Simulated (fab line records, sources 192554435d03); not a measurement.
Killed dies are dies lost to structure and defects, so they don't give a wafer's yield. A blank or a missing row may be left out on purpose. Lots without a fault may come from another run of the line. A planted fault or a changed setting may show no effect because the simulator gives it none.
Which tool did it? | flow n5_finfet | 13 lots, 35 wafers sampled, at 4 steps of a route of 1938

WHAT THE GAUGES READ, wafer by wafer
The record holds no reading of a measuring or inspecting step that can be judged against a usual standard deviation.

WHICH TOOL RAN EACH LOT (tool, then ch and the chambers of the sampled wafers, then the start)
lot  | N5_PASSIVATION_ETCH_15                        | N5_PASSIVATION_STRIP_73             | N5_PASSIVATION_ETCH_59            | N5_PASSIVATION_PROBE_49
L560 | rie_diel-05 ch 0,1,3, day 13 20:36 or earlier | wet_bench-02 ch 1,2,4, day 13 20:36 | rie_metal-02 ch 0,1, day 13 22:49 | -
L562 | rie_diel-02 ch 0,2,3, day 14 00:49 or earlier | wet_bench-02 ch 0,1,7, day 14 00:49 | rie_metal-03 ch 0,1, day 14 02:55 | -
L561 | rie_diel-04 ch 0,2, day 14 00:49 or earlier   | wet_bench-01 ch 0,4,5, day 14 00:49 | rie_metal-02 ch 0,1, day 14 03:12 | -
L563 | rie_diel-02 ch 0,1,2, day 14 15:13 or earlier | wet_bench-01 ch 3,4,7, day 14 15:13 | rie_metal-03 ch 0,1, day 14 16:31 | -
L570 | rie_diel-02 ch 0,1,2, day 15 12:20 or earlier | wet_bench-06 ch 2,4,6, day 15 12:20 | rie_metal-02 ch 0,1, day 15 15:24 | prober-02, day 15 19:55
L575 | rie_diel-02 ch 1, day 16 23:03 or earlier     | wet_bench-06 ch 1,2,3, day 16 23:03 | rie_metal-03 ch 0,1, day 17 00:52 | -
L574 | rie_diel-02 ch 1,2, day 17 01:56 or earlier   | wet_bench-02 ch 2,7, day 17 01:56   | rie_metal-02 ch 1, day 17 04:33   | -
L576 | rie_diel-04 ch 1,2, day 17 06:32 or earlier   | wet_bench-02 ch 3,4,6, day 17 06:32 | rie_metal-01 ch 0,1, day 17 08:08 | -
L580 | rie_diel-05 ch 2,3, day 17 18:46 or earlier   | wet_bench-01 ch 0,7, day 17 18:46   | rie_metal-02 ch 0,1, day 17 20:10 | -
L577 | rie_diel-04 ch 1,2, day 17 18:49 or earlier   | wet_bench-02 ch 0,2, day 17 18:49   | rie_metal-03 ch 0,1, day 17 21:22 | -
L579 | rie_diel-02 ch 1,3, day 17 22:06 or earlier   | wet_bench-02 ch 0,5, day 17 22:06   | rie_metal-03 ch 0,1, day 18 02:20 | -
L581 | rie_diel-04 ch 1,2,3, day 18 07:13 or earlier | wet_bench-01 ch 3,4,5, day 18 07:13 | rie_metal-02 ch 0,1, day 18 09:22 | -
L582 | rie_diel-02 ch 1,2, day 18 20:04 or earlier   | wet_bench-01 ch 1,6,7, day 18 20:04 | rie_metal-01 ch 0,1, day 18 22:50 | -
- N5_PASSIVATION_ETCH_15: etches SiCN in CF4/N2, target depth 75 nm, time 81.2 s.
- N5_PASSIVATION_STRIP_73: strips in post etch residue remover, time 60 s.
- N5_PASSIVATION_ETCH_59: etches TaN in Cl2/BCl3, target depth 65 nm, time 34.9 s.
- N5_PASSIVATION_PROBE_49

WHAT THE TOOLS THEMSELVES READ (means of the sampled wafers that have a number; where no wafer has one, the mark that the record gives instead)
N5_PASSIVATION_ETCH_15. Usual: drypump_motor_current_A 5.66 A, standard deviation 0.26; oes_product_au 0.80 a.u., standard deviation 0.095; rf_vpp_V 382.7 V, standard deviation 1.9; showerhead_plenum_p_Torr 2.23 Torr, standard deviation 0.069; throttle_valve_pct 15.37 %, standard deviation 0.23.
lot  | tool        | drypump_motor_current_A (A) | oes_product_au (a.u.) | rf_vpp_V (V) | showerhead_plenum_p_Torr (Torr) | throttle_valve_pct (%) | flag
L560 | rie_diel-05 | 5.59                        | 0.80                  | 384.1        | 2.25                            | 15.40                  |
L562 | rie_diel-02 | 5.49                        | 0.81                  | 381.8        | 2.16                            | 15.38                  |
L561 | rie_diel-04 | 5.72                        | 0.81                  | 381.1        | 2.17                            | 15.36                  |
L563 | rie_diel-02 | 5.61                        | 0.82                  | 382.5        | 2.20                            | 15.27                  |
L570 | rie_diel-02 | 5.60                        | 0.80                  | 382.7        | 2.20                            | 15.28                  |
L575 | rie_diel-02 | 5.85                        | 0.85                  | 384.1        | 2.25                            | 15.07                  |
L574 | rie_diel-02 | 5.75                        | 0.85                  | 383.4        | 2.25                            | 15.12                  |
L576 | rie_diel-04 | 5.87                        | 0.73                  | 382.6        | 2.23                            | 15.42                  |
L580 | rie_diel-05 | 6.08                        | 0.77                  | 384.5        | 2.25                            | 15.44                  |
L577 | rie_diel-04 | 5.82                        | 0.74                  | 381.9        | 2.21                            | 15.38                  |
L579 | rie_diel-02 | 5.65                        | 0.81                  | 382.2        | 2.19                            | 15.29                  |
L581 | rie_diel-04 | 5.72                        | 0.80                  | 383.3        | 2.25                            | 15.41                  |
L582 | rie_diel-02 | 5.78                        | 0.83                  | 382.8        | 2.24                            | 15.13                  |

N5_PASSIVATION_ETCH_59. Usual: drypump_motor_current_A 5.8 A, standard deviation 0.43; oes_product_au 0.81 a.u., standard deviation 0.063; throttle_valve_pct 21.14 %, standard deviation 0.22.
lot  | tool         | drypump_motor_current_A (A) | oes_product_au (a.u.) | throttle_valve_pct (%) | flag
L560 | rie_metal-02 | 6.0                         | 0.85                  | 21.19                  |
L562 | rie_metal-03 | 5.8                         | 0.87                  | 20.94                  |
L561 | rie_metal-02 | 5.5                         | 0.84                  | 21.23                  |
L563 | rie_metal-03 | 5.7                         | 0.87                  | 20.96                  |
L570 | rie_metal-02 | 6.0                         | 0.84                  | 21.19                  |
L575 | rie_metal-03 | 5.8                         | 0.85                  | 20.93                  |
L574 | rie_metal-02 | 6.4                         | 0.83                  | 21.16                  |
L576 | rie_metal-01 | 5.9                         | 0.70                  | 21.29                  |
L580 | rie_metal-02 | 5.8                         | 0.82                  | 21.22                  |
L577 | rie_metal-03 | 5.8                         | 0.84                  | 20.95                  |
L579 | rie_metal-03 | 5.8                         | 0.84                  | 20.96                  |
L581 | rie_metal-02 | 6.0                         | 0.81                  | 21.20                  |
L582 | rie_metal-01 | 6.0                         | 0.68                  | 21.46                  |

N5_PASSIVATION_PROBE_49. Usual: defect_limited_yield 91.2 %, standard deviation 1.6; killed_at_M0_to_M3 35, standard deviation 11; killed_at_M4_up 14, standard deviation 5.4; killed_at_contacts 13, standard deviation 6; killed_at_front_end 38, standard deviation 11; killed_at_other 3.4, standard deviation 2.6; killed_dies 104, standard deviation 19; killed_on_rim 13, standard deviation 3.9; killed_open 68, standard deviation 13; killed_short 34, standard deviation 8.5; sort_bin_5_function 5.1 %, standard deviation 1; sort_bin_6_memory 3.3 %, standard deviation 0.72; sort_bin_8_speed 0.1 %, standard deviation 0.9; sort_n_pass 1075, standard deviation 22; sort_yield_pct 91.1 %, standard deviation 1.9.
lot  | tool      | defect_limited_yield (%) | killed_at_M0_to_M3 | killed_at_M4_up | killed_at_contacts | killed_at_front_end | killed_at_other | killed_dies | killed_on_rim | killed_open | killed_short | sort_bin_5_function (%) | sort_bin_6_memory (%) | sort_bin_8_speed (%) | sort_n_pass | sort_yield_pct (%) | flag
L570 | prober-02 | 86.6                     | 43                 | 18              | 10                 | 43                  | 44.3            | 158         | 21            | 81          | 36           | 7.9                     | 4.2                   | 0.0                  | 1021        | 86.6               | OFF

THE ANSWER, worked out from the rows above alone
Rule: a lot is off if the mean of its wafers that have a number lies more than 3 standard deviations from the usual mean. A lot without any number at a reading at which 4 lots or more have one is off too. The other lots that the step has rows for count as sound. The gauges are gone through in route order, then the tools' own readings, and for those a lot's mean is taken as printed above. The first step at which some lot is off is used, and at that step the reading that is off furthest; a lot without a number counts as furthest.
Off: L570, at N5_PASSIVATION_PROBE_49 (killed_at_other). Neither off nor sound, because the step has no rows for them: L560, L562, L561, L563, L575, L574, L576, L580, L577, L579, L581, L582.
A tool fits if, at that step or a process step before it, it ran every lot that is off, and no sound lot after the first of them. N5_PASSIVATION_ETCH_15 gives no start for some lots, so the hours and the order of its lots are those of N5_PASSIVATION_STRIP_73. Can't be told from this: 4 tools fit, rie_diel-02 at N5_PASSIVATION_ETCH_15, wet_bench-06 at N5_PASSIVATION_STRIP_73, rie_metal-02 at N5_PASSIVATION_ETCH_59, prober-02 at N5_PASSIVATION_PROBE_49.

WHAT THE SIMULATOR HAD PUT IN
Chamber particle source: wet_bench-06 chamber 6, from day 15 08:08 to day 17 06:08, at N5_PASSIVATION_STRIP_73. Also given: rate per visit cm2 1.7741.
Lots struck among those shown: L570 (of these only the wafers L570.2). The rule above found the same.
